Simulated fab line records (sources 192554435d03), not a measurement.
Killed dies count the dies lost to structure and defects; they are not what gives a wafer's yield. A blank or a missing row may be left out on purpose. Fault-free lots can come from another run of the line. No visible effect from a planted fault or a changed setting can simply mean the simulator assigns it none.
fab line records	flow n5-finfet
[record] lots = 6	wafers = 18	last-day = 18
route steps=1938 shown BEOL_M13@1706 BEOL_M14@1716 PASSIVATION@1936
lots that met no fault: taken from a fault-free run of the same line
start-h: the number of hours between the record's first day and the start of the first shown wafer of the lot	wait-h: hours since the lot's step before	" the same as in the row above	L1.1+2: a single row standing in for several wafers	- no value, or no start given	* or withheld: withheld	< > ~ a bound
route shown NAME@n: NAME is a module with steps in the file, n the number in the route of the first one	usual: average and standard deviation across the fault-free wafers	same: alike in all rows	chamber/n: place in a boat	sites: per-site readings	_std_site: how widely they spread, as a standard deviation	_edge_site: inner sites' mean taken away from outer sites' mean	radius-mm: for every site, how far away it sits from the centre of the wafer	mask NAME#n: copy n	behind: the most recent tool/chamber to have shaped the wafer	hold: the reason the lot was held/the length of the hold in hours/how it ended	device: names the non-switching transistor (n, p or np)	end of line: tests of these same wafers at the route's end	step lacking rows: just its recipe	killed: count of dies lost to structure and defects at first sort (not the wafer's yield)	map: dies across one wafer; x = killed, . = not, _ = none there
set.NAME: setting as actually run; set.NAME@STEP: the setting as run at that earlier step	model.NAME: the simulator's own value behind a step, which no gauge read
certain route steps with their lots: each step a table, each wafer a row
services: a tool's chamber out of use, with start hour (start-h, from the record's first day; less than 0 if before it), hours out, and reason
[[steps]]
[step N5_BEOL_M13_SPUTTER_44]
[recipe] material = Ta	target-thk-a = 100	temp-c = 50	bias-v = 80	power-w = 15000	chamber-pressure-pa = 0.07	time-s = 16.13
[step N5_BEOL_M13_SPUTTER_45]
[recipe] material = Cu	target-thk-a = 800	temp-c = -20	bias-v = 60	power-w = 26000	chamber-pressure-pa = 0.13	time-s = 13.33
[step N5_BEOL_M13_ECD_47]
[recipe] material = Cu	target-thk-a = 9360
[step N5_BEOL_M13_ANNEAL_48]
[recipe] temp-c = 225	time-s = 90	ambient = N2
[step N5_BEOL_M13_CMP_49]
[recipe] stop-on = SiOC	t-overpolish-s = 17.1	down-force-psi = 1	platen-rpm = 50	clearing-platen-down-force-psi = 1.5	clearing-platen-rpm = 50	post-cmp-clean = cu-alkaline	target-thk-nm = 420	clearing-platen-pad-velocity-m-s = 0.99484	pad-velocity-m-s = 0.99484
[usual] barrier-field-endpoint-s = 30.0/0.75	clearing-platen-down-force-psi = 1.5000/0.0029	motor-current-A = 6.0/0.72	overpolish-run-s = 17.100/0.0075	pad-life-wafers = 1011/540	platen-rpm = 50.002/0.03
lot.wafer	tool	chamber	start-h	wait-h	barrier-field-endpoint-s	clearing-platen-down-force-psi	motor-current-A	overpolish-run-s	pad-life-wafers	platen-rpm
L289.3	cmp-03	3	311.76	0.2	29.5	1.4994	5.2	17.101	230	49.985
L289.2	"	0	"	"	29.8	1.5012	7.3	17.110	231	49.985
L289.6	"	1	"	"	28.4	1.4976	7.0	17.077	-	50.029
L287.3	cmp-04	0	323.90	0.2	30.9	1.4974	4.9	17.108	888	49.977
L287.2	"	3	"	"	30.6	1.4983	6.9	17.100	891	50.012
L287.6	"	0	"	"	29.1	1.4978	4.9	17.100	-	50.038
L303.3	cmp-03	2	380.04	0.2	29.5	1.4977	6.4	17.091	853	50.041
L303.6	"	1	"	"	28.5	1.4979	6.8	17.103	-	49.954
L303.5	"	2	"	"	29.4	1.4995	5.9	17.094	-	49.969
L302.4	cmp-02	1	381.63	0.2	29.7	1.5072	5.6	17.104	1909	49.961
L302.1	"	2	"	"	29.9	1.5016	6.5	17.099	1910	50.011
L302.5	"	1	"	"	29.8	1.5040	5.5	17.100	-	49.967
L304.1	cmp-02	2	395.32	0.3	30.2	1.5000	6.4	17.095	2046	50.035
L304.3	"	3	"	"	30.5	1.5034	6.2	17.103	2047	50.037
L304.2	"	0	"	"	31.5	1.5022	6.0	17.107	2048	50.044
L305.2	cmp-04	3	403.28	0.2	30.5	1.4999	6.4	17.105	1291	50.002
L305.4	"	0	"	"	30.1	1.5016	4.9	17.107	1292	50.031
L305.6	"	2	"	"	31.2	1.4981	5.1	17.095	-	50.007
[step N5_BEOL_M13_THK_MEAS_50]
[recipe] thk-meas-gauge = xrf	reads = Cu_of_BEOL_M13_ECD_47
[usual] M13_THK = 416/6.4
lot.wafer	tool	chamber	start-h	wait-h	M13_THK[nm]
L289.2	film-metro-02	-	311.98	-	415
L289.3	"	-	"	"	406
L289.6	"	-	"	"	412
L287.2	film-metro-02	-	324.20	-	413
L287.3	"	-	"	"	424
L287.6	"	-	"	"	411
L303.3	film-metro-01	-	380.30	-	397
L303.5	"	-	"	"	408
L303.6	"	-	"	"	414
L302.1	film-metro-01	-	381.89	-	411
L302.4	"	-	"	"	398
L302.5	"	-	"	"	420
L304.1	film-metro-01	-	395.61	-	420
L304.2	"	-	"	"	409
L304.3	"	-	"	"	411
L305.2	film-metro-01	-	403.53	-	419
L305.4	"	-	"	"	409
L305.6	"	-	"	"	418
[step N5_BEOL_M13_PRE_CLEAN_52]
[recipe] gas = NH3	time-s = 15	temp-c = withheld	rf-power-w = 300
[step N5_BEOL_M13_DEP_53]
[recipe] material = SiCN	target-thk-a = 500	temp-c = withheld	precursor = 3MS/NH3	pressure-torr = 3	rf-w = 675	time-s = 17.8
[usual] showerhead-plenum-p-Torr = 4.151/0.023	throttle-valve-pct = 18.0/0.57
lot.wafer	tool	chamber	start-h	wait-h	showerhead-plenum-p-Torr	throttle-valve-pct
L289.2	pecvd-01	2	312.04	0.0	4.125	17.0
L289.3	"	0	"	"	4.111	18.2
L289.6	"	1	"	"	4.149	18.9
L287.2	pecvd-01	1	324.26	0.0	4.152	18.9
L287.3	"	0	"	"	4.105	18.0
L287.6	"	0	"	"	4.114	18.0
L303.3	pecvd-03	0	380.36	0.0	4.141	17.8
L303.5	"	0	"	"	4.136	17.6
L303.6	"	2	"	"	4.181	17.1
L302.1	pecvd-01	0	381.95	0.0	4.111	18.0
L302.4	"	2	"	"	4.140	17.2
L302.5	"	1	"	"	4.138	18.7
L304.1	pecvd-03	2	395.69	0.0	4.185	17.2
L304.2	"	0	"	"	4.129	17.6
L304.3	"	2	"	"	4.187	17.6
L305.2	pecvd-01	0	403.60	0.0	4.110	18.1
L305.4	"	0	"	"	4.112	18.3
L305.6	"	2	"	"	4.131	17.2
[step N5_BEOL_M13_RS_MEAS_54]
[recipe] thk-meas-gauge = four-point-probe	reads = Cu_of_BEOL_M13_ECD_47+Ta_of_BEOL_M13_SPUTTER_44+TaN_of_BEOL_M13_SPUTTER_43
[usual] M13_RS = 0.0450/0.00064
lot.wafer	tool	chamber	start-h	wait-h	M13_RS[ohm/sq]
L289.2	film-metro-02	-	312.11	0.1	0.0450
L289.3	"	-	"	"	0.0461
L289.6	"	-	"	"	0.0453
L287.2	film-metro-01	-	324.33	0.1	0.0456
L287.3	"	-	"	"	0.0445
L287.6	"	-	"	"	0.0460
L303.3	film-metro-02	-	380.43	0.1	0.0466
L303.5	"	-	"	"	0.0453
L303.6	"	-	"	"	0.0444
L302.1	film-metro-02	-	382.01	0.0	0.0452
L302.4	"	-	"	"	0.0466
L302.5	"	-	"	"	0.0446
L304.1	film-metro-02	-	395.77	0.1	0.0442
L304.2	"	-	"	"	0.0455
L304.3	"	-	"	"	0.0454
L305.2	film-metro-01	-	403.66	0.1	0.0441
L305.4	"	-	"	"	0.0452
L305.6	"	-	"	"	0.0442
[step N5_BEOL_M13_INSPECT_55]
[recipe] inspect-instrument = darkfield	mode = post-dep
[usual] raw-defect-count = 71/24
lot.wafer	tool	chamber	start-h	wait-h	raw-defect-count
L289.2	defect-inspect-02	-	312.14	0.0	77
L289.3	"	-	"	"	80
L289.6	"	-	"	"	94
L287.2	defect-inspect-01	-	324.35	0.0	96
L287.3	"	-	"	"	93
L287.6	"	-	"	"	116
L303.3	defect-inspect-02	-	380.45	0.0	67
L303.5	"	-	"	"	55
L303.6	"	-	"	"	99
L302.1	defect-inspect-01	-	382.04	0.0	83
L302.4	"	-	"	"	31
L302.5	"	-	"	"	66
L304.1	defect-inspect-02	-	395.80	0.0	87
L304.2	"	-	"	"	98
L304.3	"	-	"	"	75
L305.2	defect-inspect-02	-	403.69	0.0	52
L305.4	"	-	"	"	73
L305.6	"	-	"	"	58
[step N5_BEOL_M14_ILD_DEP_00]
[recipe] material = SiO2	target-thk-a = 11193	temp-c = 400	precursor = TEOS/O2	pressure-torr = 6.5	rf-w = 900	teos-flow-sccm = 161.4	gas = O2	flow-sccm = 2650	time-s = 237.4
[usual] heater-power-w = 567/120	showerhead-plenum-p-Torr = 8.35/0.037	throttle-valve-pct = 18.5/0.53
lot.wafer	tool	chamber	start-h	wait-h	heater-power-w	showerhead-plenum-p-Torr	throttle-valve-pct
L289.2	pecvd-03	2	312.17	0.0	362	8.41	17.8
L289.3	"	0	"	"	542	8.29	18.3
L289.6	"	0	"	"	414	8.30	18.2
L287.2	pecvd-02	1	324.39	0.0	617	8.33	18.9
L287.3	"	2	"	"	526	8.38	18.4
L287.6	"	1	"	"	676	8.34	19.4
L303.3	pecvd-02	0	380.49	0.0	407	8.35	18.3
L303.5	"	0	"	"	475	8.36	18.4
L303.6	"	2	"	"	531	8.37	18.3
L302.1	pecvd-03	2	382.08	0.0	436	8.37	18.1
L302.4	"	1	"	"	481	8.36	19.4
L302.5	"	2	"	"	476	8.41	17.8
L304.1	pecvd-04	2	395.83	0.0	525	8.36	18.3
L304.2	"	1	"	"	687	8.30	17.7
L304.3	"	0	"	"	754	8.37	18.7
L305.2	pecvd-04	0	403.73	0.0	801	8.40	18.9
L305.4	"	1	"	"	660	8.29	17.9
L305.6	"	2	"	"	451	8.35	18.6
[step N5_BEOL_M14_THK_MEAS_01]
[recipe] reads = SiO2_of_BEOL_M14_ILD_DEP_00
[usual] M14_ILD_THK = 1122/14
lot.wafer	tool	chamber	start-h	wait-h	M14_ILD_THK[nm]
L289.2	film-metro-01	-	312.36	0.1	1112
L289.3	"	-	"	"	1120
L289.6	"	-	"	"	1126
L287.2	film-metro-02	-	324.58	0.1	1102
L287.3	"	-	"	"	1099
L287.6	"	-	"	"	1131
L303.3	film-metro-02	-	380.68	0.1	1122
L303.5	"	-	"	"	1129
L303.6	"	-	"	"	1125
L302.1	film-metro-02	-	382.27	0.1	1115
L302.4	"	-	"	"	1124
L302.5	"	-	"	"	1144
L304.1	film-metro-01	-	396.02	0.1	1108
L304.2	"	-	"	"	1114
L304.3	"	-	"	"	1107
L305.2	film-metro-02	-	403.92	0.1	1116
L305.4	"	-	"	"	1133
L305.6	"	-	"	"	1141
[step N5_BEOL_M14_COAT_58]
[recipe] resist = BARC	temp-c = 205	time-s = 60	spin-rpm = 1500	resist-thk-nm = 89
[usual] spin-speed-rpm = 1499.7/1.2
lot.wafer	tool	chamber	start-h	wait-h	spin-speed-rpm	model.BARC_of_BEOL_M14_COAT_58.thk-nm
L289.2	litho-track-01	0	312.39	0.0	1499.6	89.4
L289.3	"	0	"	"	1500.3	89.6
L289.6	"	0	"	"	1499.5	89.4
L287.2	litho-track-04	0	324.61	0.0	1498.4	89
L287.3	"	0	"	"	1499.0	89
L287.6	"	0	"	"	1501.0	88.6
L303.3	litho-track-04	0	380.71	0.0	1606.7	85.8
L303.5	"	0	"	"	1608.1	85.6
L303.6	"	0	"	"	1606.5	85.8
L302.1	litho-track-04	0	382.30	0.0	1608.9	85.8
L302.4	"	0	"	"	1609.2	85.6
L302.5	"	0	"	"	1609.6	85.8
L304.1	litho-track-02	0	396.06	0.0	1501.0	89.6
L304.2	"	0	"	"	1500.2	89.2
L304.3	"	0	"	"	1498.5	89
L305.2	litho-track-01	0	403.95	0.0	1500.3	89
L305.4	"	0	"	"	1501.6	89.2
L305.6	"	0	"	"	1501.5	89.4
[step N5_BEOL_M14_COAT_04]
[recipe] spin-rpm = 1704	resist-thk-nm = 800
[step N5_BEOL_M14_EBR_06]
[recipe] solvent = PGMEA	ebr-width-mm = 1.5
[step N5_BEOL_M14_SOFTBAKE_05]
[recipe] temp-c = 130	time-s = 60
[step N5_BEOL_M14_EXPOSE_07]
[recipe] mask-id = V13	na = 0.8	source-shape = annular	sigma-inner = 0.5	sigma-outer = 0.8	polarization = unpolarized	attpsm-phase-deg = 180	dose-mj = 57
[step N5_BEOL_M14_PEB_08]
[recipe] peb-temp-c = 130	peb-time-s = 90
[step N5_BEOL_M14_DEVELOP_09]
[recipe] develop-time-s = 45	rinse-liquid = diw	dry = air-spin	dev-temp-c = 21
[step N5_BEOL_M14_HARDBAKE_14]
[recipe] temp-c = 130	time-s = 120
[step N5_BEOL_M14_CD_MEAS_10]
[recipe] target-cd-nm = 250	landing-energy-ev = 500	detector = se-inlens	polarity = opening
[usual] cd-nm = 251.0/1.9
lot.wafer	tool	chamber	start-h	wait-h	cd-nm
L289.2	cd-sem-01	0	312.67	-	249.7
L289.3	"	0	"	"	251.4
L289.6	"	0	"	"	250.3
L287.2	cd-sem-01	0	324.89	-	248.0
L287.3	"	0	"	"	249.8
L287.6	"	0	"	"	250.4
L303.3	cd-sem-03	0	381.11	-	252.0
L303.5	"	0	"	"	248.4
L303.6	"	0	"	"	251.8
L302.1	cd-sem-03	0	382.57	-	249.6
L302.4	"	0	"	"	249.4
L302.5	"	0	"	"	249.8
L304.1	cd-sem-03	0	396.33	-	248.8
L304.2	"	0	"	"	251.5
L304.3	"	0	"	"	249.7
L305.2	cd-sem-03	0	404.22	-	252.5
L305.4	"	0	"	"	248.7
L305.6	"	0	"	"	251.1
[step N5_BEOL_M14_OVL_MEAS_11]
[recipe] points-per-wafer = 44
[usual] V13_OVL = 0/6.6
lot.wafer	tool	chamber	start-h	wait-h	V13_OVL[nm]
L289.2	overlay-02	0	312.70	0.0	-8
L289.3	"	0	"	"	-11
L289.6	"	0	"	"	-10
L287.2	overlay-01	0	324.92	0.0	4
L287.3	"	0	"	"	6
L287.6	"	0	"	"	-6
L303.3	overlay-01	0	381.14	0.0	5
L303.5	"	0	"	"	7
L303.6	"	0	"	"	12
L302.1	overlay-01	0	382.60	0.0	3
L302.4	"	0	"	"	-1
L302.5	"	0	"	"	3
L304.1	overlay-01	0	396.36	0.0	-10
L304.2	"	0	"	"	-1
L304.3	"	0	"	"	-7
L305.2	overlay-02	0	404.25	0.0	5
L305.4	"	0	"	"	7
L305.6	"	0	"	"	9
[step N5_BEOL_M14_INSPECT_12]
[recipe] mode = adi	inspect-instrument = macro
[usual] raw-defect-count = 2/1.4
lot.wafer	tool	chamber	start-h	wait-h	raw-defect-count
L289.2	defect-inspect-01	-	312.72	0.0	2
L289.3	"	-	"	"	2
L289.6	"	-	"	"	2
L287.2	defect-inspect-02	-	324.94	0.0	1
L287.3	"	-	"	"	2
L287.6	"	-	"	"	3
L303.3	defect-inspect-01	-	381.16	0.0	0
L303.5	"	-	"	"	0
L303.6	"	-	"	"	0
L302.1	defect-inspect-01	-	382.63	0.0	4
L302.4	"	-	"	"	0
L302.5	"	-	"	"	0
L304.1	defect-inspect-01	-	396.38	0.0	1
L304.2	"	-	"	"	0
L304.3	"	-	"	"	0
L305.2	defect-inspect-01	-	404.28	0.0	1
L305.4	"	-	"	"	3
L305.6	"	-	"	"	1
[step N5_BEOL_M14_DESCUM_15]
[recipe] chemistry = O2	time-s = 7.9	source-power-w = 50	bias-power-w = 20	pressure-mtorr = 20	rf-frequency-hz = 2.712e+07	temp-c = 40	o2-flow-sccm = 225
[usual] drypump-motor-current-A = 5.7/0.42	oes-product-au = 0.82/0.073	rf-vpp-V = 242.9/1.3	showerhead-plenum-p-Torr = 2.08/0.075	throttle-valve-pct = 20.44/0.23
lot.wafer	tool	chamber	start-h	wait-h	drypump-motor-current-A	oes-product-au	rf-hours-counter-h	rf-vpp-V	showerhead-plenum-p-Torr	throttle-valve-pct
L289.2	rie-diel-06	3	312.76	0.0	6.0	0.91	19	241.4	2.08	20.57
L289.3	"	1	"	"	5.7	0.92	7	244.2	2.05	20.28
L289.6	"	3	"	"	6.0	0.91	-	242.9	2.08	20.56
L287.2	rie-diel-06	2	324.98	0.0	4.9	0.84	97	242.6	2.11	20.65
L287.3	"	0	"	"	5.7	0.74	171	242.5	1.98	20.08
L287.6	"	3	"	"	6.0	0.91	-	242.5	2.07	20.58
L303.3	rie-diel-01	3	381.20	0.0	6.1	0.77	141	242.1	2.01	20.14
L303.5	"	1	"	"	6.3	0.82	-	242.9	2.04	20.40
L303.6	"	2	"	"	5.8	0.81	-	243.7	2.05	20.74
L302.1	rie-diel-01	0	382.85	0.2	4.9	0.85	37	242.7	2.04	20.57
L302.4	"	2	"	"	5.8	0.81	96	244.2	2.05	20.72
L302.5	"	2	"	"	5.8	0.81	-	241.1	2.05	20.73
L304.1	rie-diel-01	1	396.42	0.0	6.3	0.82	72	242.3	2.04	20.42
L304.2	"	2	"	"	5.8	0.81	101	241.6	2.05	20.74
L304.3	"	3	"	"	6.1	0.77	146	243.7	2.01	20.16
L305.2	rie-diel-01	0	404.31	0.0	4.9	0.85	46	244.2	2.04	20.58
L305.4	"	2	"	"	5.8	0.81	105	242.0	2.04	20.75
L305.6	"	1	"	"	6.3	0.82	-	243.1	2.04	20.43
[step N5_BEOL_M14_ETCH_59]
[recipe] chemistry = N2/H2	target = BARC	target-depth-a = 890	overetch-a = 267	time-s = 67.9	ion-energy-ev = 200	pressure-mtorr = 30	source-w = 840	bias-w = 150	n2-flow-sccm = 200	h2-flow-sccm = 200
[usual] drypump-motor-current-A = 5.7/0.42	oes-product-au = 0.70/0.06	rf-vpp-V = 523.1/2.4	showerhead-plenum-p-Torr = 2.51/0.086	throttle-valve-pct = 17.81/0.25
lot.wafer	tool	chamber	start-h	wait-h	drypump-motor-current-A	oes-product-au	rf-hours-counter-h	rf-vpp-V	showerhead-plenum-p-Torr	throttle-valve-pct	model.etch.depth-nm
L289.2	rie-diel-06	3	312.79	0.0	6.0	0.78	19	522.8	2.49	17.82	89.47
L289.3	"	1	"	"	5.8	0.80	7	522.8	2.48	17.63	89.61
L289.6	"	3	"	"	6.0	0.78	-	522.2	2.49	17.81	89.31
L287.2	rie-diel-06	2	325.01	0.0	4.9	0.71	97	525.7	2.57	18.17	89
L287.3	"	0	"	"	5.8	0.63	171	521.2	2.42	17.60	88.91
L287.6	"	3	"	"	6.0	0.76	-	521.3	2.49	17.83	88.69
L303.3	rie-diel-01	3	381.23	0.0	6.1	0.63	141	521.1	2.44	17.57	85.79
L303.5	"	1	"	"	6.3	0.70	-	522.8	2.45	17.59	85.59
L303.6	"	2	"	"	5.7	0.67	-	522.1	2.44	17.85	85.84
L302.1	rie-diel-01	0	382.88	0.0	4.8	0.72	37	524.1	2.48	17.96	85.74
L302.4	"	2	"	"	5.8	0.67	96	521.5	2.44	17.84	85.57
L302.5	"	2	"	"	5.8	0.67	-	521.7	2.44	17.85	85.78
L304.1	rie-diel-01	1	396.45	0.0	6.3	0.71	72	521.8	2.44	17.61	89.68
L304.2	"	2	"	"	5.8	0.68	101	520.9	2.44	17.87	89.28
L304.3	"	3	"	"	6.1	0.65	146	521.5	2.44	17.57	88.94
L305.2	rie-diel-01	0	404.34	0.0	4.9	0.73	46	522.0	2.48	17.99	89.05
L305.4	"	2	"	"	5.8	0.68	105	521.6	2.44	17.88	89.26
L305.6	"	1	"	"	6.3	0.71	-	521.5	2.44	17.61	89.3
[step N5_BEOL_M14_VIA_ETCH_16]
[recipe] chemistry = C4F8/O2/Ar	target = SiO2	he-inner-torr = 15	he-outer-torr = 30	target-depth-a = 12313	time-s = withheld	ion-energy-ev = 800	pressure-mtorr = 20	source-w = 1905	bias-w = 2040	Ar_flow_sccm = 400	C4F8_flow_sccm = 16	O2_flow_sccm = 12	ends = cleared
[usual] drypump-motor-current-A = 5.7/0.42	he-outer-torr = 29.99/0.056	oes_o_777_au = 0.83/0.076	oes-product-au = 0.74/0.066	rf-vpp-V = 2226/45	showerhead-plenum-p-Torr = 3.40/0.11	throttle-valve-pct = 30.9/0.3
lot.wafer	tool	chamber	start-h	wait-h	drypump-motor-current-A	he-outer-torr	oes_o_777_au	oes-product-au	rf-vpp-V	showerhead-plenum-p-Torr	throttle-valve-pct
L289.2	rie-diel-06	3	312.84	0.0	6.0	30.13	0.92	0.83	2210	3.37	30.8
L289.3	"	1	"	"	5.8	30.03	0.95	0.84	2247	3.37	30.8
L289.6	"	3	"	"	6.0	30.16	0.92	0.82	2210	3.37	30.8
L287.2	rie-diel-06	2	325.06	0.0	4.9	29.97	0.84	0.76	2287	3.45	31.1
L287.3	"	0	"	"	5.8	30.09	0.73	0.67	2202	3.31	30.7
L287.6	"	3	"	"	6.0	30.06	0.91	0.81	2210	3.36	30.8
L303.3	rie-diel-01	3	381.28	0.0	6.1	30.00	0.78	0.70	2196	3.31	30.6
L303.5	"	1	"	"	6.3	29.97	0.85	0.75	2167	3.34	30.8
L303.6	"	2	"	"	5.8	29.92	0.80	0.71	2214	3.34	31.1
L302.1	rie-diel-01	0	382.93	0.0	4.9	30.01	0.87	0.78	2238	3.39	31.4
L302.4	"	2	"	"	5.7	29.97	0.79	0.71	2216	3.33	31.1
L302.5	"	2	"	"	5.8	29.97	0.79	0.72	2216	3.33	31.1
L304.1	rie-diel-01	1	396.51	0.0	6.3	29.97	0.85	0.74	2169	3.34	30.8
L304.2	"	2	"	"	5.8	29.99	0.79	0.71	2212	3.33	31.1
L304.3	"	3	"	"	6.1	30.07	0.78	0.69	2195	3.31	30.6
L305.2	rie-diel-01	0	404.40	0.0	4.8	30.02	0.87	0.78	2238	3.38	31.4
L305.4	"	2	"	"	5.8	29.97	0.78	0.70	2216	3.33	31.1
L305.6	"	1	"	"	6.3	29.95	0.84	0.73	2167	3.34	30.8
[step N5_PASSIVATION_PROBE_49]
[usual] defect-limited-yield = 91.2/1.6	killed_at_M0_to_M3 = 35/11	killed_at_M4_up = 14/5.4	killed-at-contacts = 13/6	killed-at-front-end = 38/11	killed-at-other = 3.4/2.6	killed-dies = 104/19	killed-open = 68/13	killed-short = 34/8.5	sort_bin_5_function = 5.1/1	sort_bin_6_memory = 3.3/0.72	sort_bin_8_speed = 0.1/0.9	sort-n-pass = 1075/22	sort-yield-pct = 91.1/1.9
[same] gross-dies = 1180	killed-at-back-side = 0	sort_bin_4_leakage[%] = 0
lot.wafer	tool	chamber	start-h	wait-h	defect-limited-yield[%]	killed_at_M0_to_M3	killed_at_M4_up	killed-at-contacts	killed-at-front-end	killed-at-other	killed-dies	killed-open	killed-short	sort_bin_5_function[%]	sort_bin_6_memory[%]	sort_bin_8_speed[%]	sort-n-pass	sort-yield-pct[%]
L303.5	prober-01	-	409.17	0.2	87.2	21	25	22	83	0	151	103	35	7.1	4.2	0	1029	87.2
L302.1	prober-01	-	414.89	0.0	88.4	28	31	12	60	6	137	84	38	6.8	3.4	0	1043	88.4
L302.4	prober-01	-	415.04	0.2	88.0	46	32	6	56	2	142	96	46	6.3	5.4	0	1038	88.0
L302.5	prober-01	-	415.09	0.2	85.9	57	24	9	68	8	166	92	68	8.5	4.7	0	1014	85.9
// killed by level:class
L303.5 STI_FIN_REVEAL:geometric-particle:open=27 MOL_CONTACT_COAG:geometric-particle:open=20 FIN_SAQP:geometric-particle:open=19 HKMG_FIN:area-etch=13 BEOL_M4:geometric-particle:open=9 BEOL_M4:geometric-particle:short=9 FIN_SAQP:geometric-particle:short=8 BEOL_M3:geometric-particle:open=8
L302.1 BEOL_M4:geometric-particle:open=16 HKMG_FIN:area-etch=15 STI_FIN_REVEAL:geometric-particle:open=10 BEOL_M1:geometric-particle:open=9 FIN_SAQP:geometric-particle:open=8 MOL_CONTACT_COAG:geometric-particle:open=8 BEOL_M0_SAQP:geometric-particle:short=6 BEOL_M0_SAQP:geometric-particle:open=6
L302.4 BEOL_M4:geometric-particle:open=17 BEOL_M0_SAQP:geometric-particle:short=17 FIN_SAQP:geometric-particle:open=14 FIN_SAQP:geometric-particle:short=14 STI_FIN_REVEAL:geometric-particle:open=9 BEOL_M0_SAQP:geometric-particle:open=9 BEOL_M2:geometric-particle:open=8 STARTING-WAFER:geometric-particle:open=5
L302.5 BEOL_M0_SAQP:geometric-particle:short=23 FIN_SAQP:geometric-particle:open=16 FIN_SAQP:geometric-particle:short=14 BEOL_M0_SAQP:geometric-particle:open=13 BEOL_M4:geometric-particle:open=11 STI_FIN_REVEAL:geometric-particle:open=10 BEOL_M0:geometric-particle:open=9 MOL_CONTACT_COAG:geometric-particle:open=7
[[services]]
tool	chamber	start-h	hours	kind
cmp-03	-	291.41	8.2	pm
pecvd-02	1	295.80	5.9	repair
pecvd-03	2	302.47	2.1	scheduled-down
pecvd-03	0	306.33	5.5	scheduled-down
rie-diel-01	2	306.55	1.8	repair
pecvd-04	0	308.86	2.1	scheduled-down
rie-diel-01	-	317.64	2.8	pm
cmp-02	-	338.94	2.4	repair
cmp-02	-	346.39	0.6	repair
pecvd-03	-	352.80	0.8	pm
cmp-02	-	355.98	1.0	repair
pecvd-04	-	357.00	0.6	repair
cmp-04	-	357.06	31.8	repair
rie-diel-01	-	365.55	15.6	pm
pecvd-03	1	383.62	-	clean
pecvd-03	1	383.62	-	consumable-replace:showerhead
pecvd-03	1	383.62	29.0	scheduled-down
pecvd-03	1	383.62	29.0	vent-cycle
cmp-04	-	393.24	1.4	repair
pecvd-03	-	397.30	2.8	pm
cmp-02	-	401.63	3.3	repair
[[key]]
[first-sign] step = N5_BEOL_M14_COAT_58	reading = spin-speed-rpm	direction = up	sigmas = 93	usual = *	struck = *
effect none on later readings
[model-effect] step = N5_BEOL_M14_COAT_58	value = BARC_of_BEOL_M14_COAT_58.thk-nm	without = 88.73	struck = 85.73
[model-effect] step = N5_BEOL_M14_ETCH_59	value = etch.depth-nm	without = 88.77	struck = 85.72
met-at N5_BEOL_M14_COAT_58
struck-wafers L302.1,L302.4,L302.5,L303.3,L303.5,L303.6
[baseline-loss] step = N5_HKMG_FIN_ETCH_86	wafers = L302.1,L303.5
onset-between 324.61 380.71
[fault] kind = process-parameter-drift	tool = litho-track-04	chamber = -	onset-h = 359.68	steps = N5_BEOL_M14_COAT_58	channel = spin-rpm	offset = *	shape = step	end-h = 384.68	acts-in = *	stated = *
// baseline-loss: these wafers lose ten dies or more at that step, a loss of the line's own and not of a fault; the sort's usual values leave them out
